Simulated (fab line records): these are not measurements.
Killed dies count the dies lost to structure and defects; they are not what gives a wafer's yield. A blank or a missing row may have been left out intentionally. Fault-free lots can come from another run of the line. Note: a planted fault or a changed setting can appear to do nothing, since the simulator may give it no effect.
Lot-split experiment || flow n5 finfet || on a route of 1938 steps: 7 lots, 21 wafers read

== ABOUT THE SPLIT ==
At N5_BEOL_M12_COAT_04 (resist thk 400 nm), the setting spin rpm was moved away from the recipe's 1625 rpm on 5 of the 21 wafers read, by -7.9% to +7.7%. The other wafers ran this setting at the recipe's value.

== FROM THE SPLIT TO THE READING: what the file shows between them, 4 steps ==
- N5_BEOL_M12_EBR_06
- N5_BEOL_M12_SOFTBAKE_05: time 60 s
- N5_BEOL_M12_DESCUM_15: chemistry O2, time 7.9 s
- N5_BEOL_M12_ETCH_59: etches BARC in N2/H2, target depth 89 nm, overetch 26.7 nm, time 67.9 s

== THE READING ==
coat_of_BEOL_M12_COAT_04.thk nm (the simulator's own value, which no gauge read), in nm, at N5_BEOL_M12_VIA_ETCH_16 (etches SiOC in C4F8/O2/Ar, target depth 724.8 nm). The file gives no usual value for it. Here, 16 wafers ran the recipe; their average is 126.3 nm with a standard deviation of 4.5 nm.

{"wafer": "L084.3", "tool, chamber at the split": "litho track-02, 0", "spin rpm as run, rpm": 1625, "against the recipe": "recipe", "coat_of_BEOL_M12_COAT_04.thk nm, nm": 131.2, "against lot-mates on the recipe": "-"}
{"wafer": "L084.4", "tool, chamber at the split": "litho track-02, 0", "spin rpm as run, rpm": 1625, "against the recipe": "recipe", "coat_of_BEOL_M12_COAT_04.thk nm, nm": 120, "against lot-mates on the recipe": "-"}
{"wafer": "L084.5", "tool, chamber at the split": "litho track-02, 0", "spin rpm as run, rpm": 1625, "against the recipe": "recipe", "coat_of_BEOL_M12_COAT_04.thk nm, nm": 126, "against lot-mates on the recipe": "-"}
{"wafer": "L086.3", "tool, chamber at the split": "litho track-04, 0", "spin rpm as run, rpm": 1625, "against the recipe": "recipe", "coat_of_BEOL_M12_COAT_04.thk nm, nm": 131, "against lot-mates on the recipe": "-"}
{"wafer": "L086.5", "tool, chamber at the split": "litho track-04, 0", "spin rpm as run, rpm": 1625, "against the recipe": "recipe", "coat_of_BEOL_M12_COAT_04.thk nm, nm": 124.4, "against lot-mates on the recipe": "-"}
{"wafer": "L086.6", "tool, chamber at the split": "litho track-04, 0", "spin rpm as run, rpm": 1625, "against the recipe": "recipe", "coat_of_BEOL_M12_COAT_04.thk nm, nm": 124.2, "against lot-mates on the recipe": "-"}
{"wafer": "L090.3", "tool, chamber at the split": "litho track-02, 0", "spin rpm as run, rpm": 1625, "against the recipe": "recipe", "coat_of_BEOL_M12_COAT_04.thk nm, nm": 132.6, "against lot-mates on the recipe": "-"}
{"wafer": "L090.4", "tool, chamber at the split": "litho track-02, 0", "spin rpm as run, rpm": 1743, "against the recipe": "+7.3%", "coat_of_BEOL_M12_COAT_04.thk nm, nm": 106, "against lot-mates on the recipe": -23.8}
{"wafer": "L090.6", "tool, chamber at the split": "litho track-02, 0", "spin rpm as run, rpm": 1625, "against the recipe": "recipe", "coat_of_BEOL_M12_COAT_04.thk nm, nm": 127, "against lot-mates on the recipe": "-"}
{"wafer": "L089.1", "tool, chamber at the split": "litho track-01, 0", "spin rpm as run, rpm": 1750, "against the recipe": "+7.7%", "coat_of_BEOL_M12_COAT_04.thk nm, nm": 115, "against lot-mates on the recipe": "no lot-mate on the recipe"}
{"wafer": "L089.2", "tool, chamber at the split": "litho track-01, 0", "spin rpm as run, rpm": 1750, "against the recipe": "+7.7%", "coat_of_BEOL_M12_COAT_04.thk nm, nm": 116.4, "against lot-mates on the recipe": "no lot-mate on the recipe"}
{"wafer": "L089.6", "tool, chamber at the split": "litho track-01, 0", "spin rpm as run, rpm": 1750, "against the recipe": "+7.7%", "coat_of_BEOL_M12_COAT_04.thk nm, nm": 113.6, "against lot-mates on the recipe": "no lot-mate on the recipe"}
{"wafer": "L091.3", "tool, chamber at the split": "litho track-04, 0", "spin rpm as run, rpm": 1625, "against the recipe": "recipe", "coat_of_BEOL_M12_COAT_04.thk nm, nm": 123.4, "against lot-mates on the recipe": "-"}
{"wafer": "L091.4", "tool, chamber at the split": "litho track-04, 0", "spin rpm as run, rpm": 1625, "against the recipe": "recipe", "coat_of_BEOL_M12_COAT_04.thk nm, nm": 123.2, "against lot-mates on the recipe": "-"}
{"wafer": "L091.6", "tool, chamber at the split": "litho track-04, 0", "spin rpm as run, rpm": 1497, "against the recipe": "-7.9%", "coat_of_BEOL_M12_COAT_04.thk nm, nm": 147.2, "against lot-mates on the recipe": "+23.9"}
{"wafer": "L094.1", "tool, chamber at the split": "litho track-01, 0", "spin rpm as run, rpm": 1625, "against the recipe": "recipe", "coat_of_BEOL_M12_COAT_04.thk nm, nm": 129.8, "against lot-mates on the recipe": "-"}
{"wafer": "L094.2", "tool, chamber at the split": "litho track-01, 0", "spin rpm as run, rpm": 1625, "against the recipe": "recipe", "coat_of_BEOL_M12_COAT_04.thk nm, nm": 121.8, "against lot-mates on the recipe": "-"}
{"wafer": "L094.5", "tool, chamber at the split": "litho track-01, 0", "spin rpm as run, rpm": 1625, "against the recipe": "recipe", "coat_of_BEOL_M12_COAT_04.thk nm, nm": 118, "against lot-mates on the recipe": "-"}
{"wafer": "L097.1", "tool, chamber at the split": "litho track-04, 0", "spin rpm as run, rpm": 1625, "against the recipe": "recipe", "coat_of_BEOL_M12_COAT_04.thk nm, nm": 133, "against lot-mates on the recipe": "-"}
{"wafer": "L097.2", "tool, chamber at the split": "litho track-04, 0", "spin rpm as run, rpm": 1625, "against the recipe": "recipe", "coat_of_BEOL_M12_COAT_04.thk nm, nm": 124.6, "against lot-mates on the recipe": "-"}
{"wafer": "L097.6", "tool, chamber at the split": "litho track-04, 0", "spin rpm as run, rpm": 1625, "against the recipe": "recipe", "coat_of_BEOL_M12_COAT_04.thk nm, nm": 131.2, "against lot-mates on the recipe": "-"}

THE FIT
A straight line over all 21 wafers: coat_of_BEOL_M12_COAT_04.thk nm changes by -2 nm for each +1% of spin rpm; r = -0.84; the points scatter about the line by 4.8 nm.
The same after taking each lot's own level away (the mean of its wafers on the recipe; 18 wafers): -3.15 nm for each +1%; r = -0.91; scatter 3.7 nm.
The reading moves by 25 nm for the largest change in spin rpm, on that fit.
Across the lots, their own levels run from 123.20 to 129.80 nm, a range of 1.5 times the standard deviation given above.
So the slope is not independent of the lot-to-lot level: the two fits are not the same.
Check: with one of the wafers moved furthest among these (-7.9%) left out of the fit, the line predicts +25.8 nm for it against its lot-mates. Against them it came out at +23.9 nm.

== OTHER SPLITS APPLIED TO THESE WAFERS ==
Note: prior to the reading, these wafers also went through further splits. Each is held against what the fit with the lots' levels taken away leaves over:
{"other split on the same wafers": "N5_BEOL_M10_PEB_26 peb time s", "wafers away from the commonest value": 3, "r with coat_of_BEOL_M12_COAT_04.thk nm (lot level and that fit taken away)": "+0.00"}

== THE WHOLE CHAIN: every reading that the file lists as answering this split, in the file's order ==
{"step": "N5_BEOL_M12_COAT_04", "what it does": "resist thk 400 nm", "reading": "coat_of_BEOL_M12_COAT_04.thk nm (the simulator's own value, which no gauge read)", "change (the file's fit)": "-2.04 nm for each +1% of the setting", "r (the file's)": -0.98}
{"step": "N5_BEOL_M12_DESCUM_15", "what it does": "chemistry O2, time 7.9 s", "reading": "coat_of_BEOL_M12_COAT_04.thk nm (the simulator's own value, which no gauge read)", "change (the file's fit)": "-2.07 nm for each +1% of the setting", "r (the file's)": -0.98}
{"step": "N5_BEOL_M12_ETCH_59", "what it does": "etches BARC in N2/H2, target depth 89 nm, overetch 26.7 nm, time 67.9 s", "reading": "coat_of_BEOL_M12_COAT_04.thk nm (the simulator's own value, which no gauge read)", "change (the file's fit)": "-2.98 nm for each +1% of the setting", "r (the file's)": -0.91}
{"step": "N5_BEOL_M12_VIA_ETCH_16", "what it does": "etches SiOC in C4F8/O2/Ar, target depth 724.8 nm", "reading": "coat_of_BEOL_M12_COAT_04.thk nm (the simulator's own value, which no gauge read)", "change (the file's fit)": "-3.15 nm for each +1% of the setting", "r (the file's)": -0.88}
{"step": "N5_BEOL_M12_STRIP_63", "what it does": "strips in N2/H2", "reading": "strip time to endpoint s", "change (the file's fit)": "withheld for each +1% of the setting", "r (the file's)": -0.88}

== FILE'S OWN FIT ==
coat_of_BEOL_M12_COAT_04.thk nm changes by -3.15 nm for each +1% of spin rpm, r = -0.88.
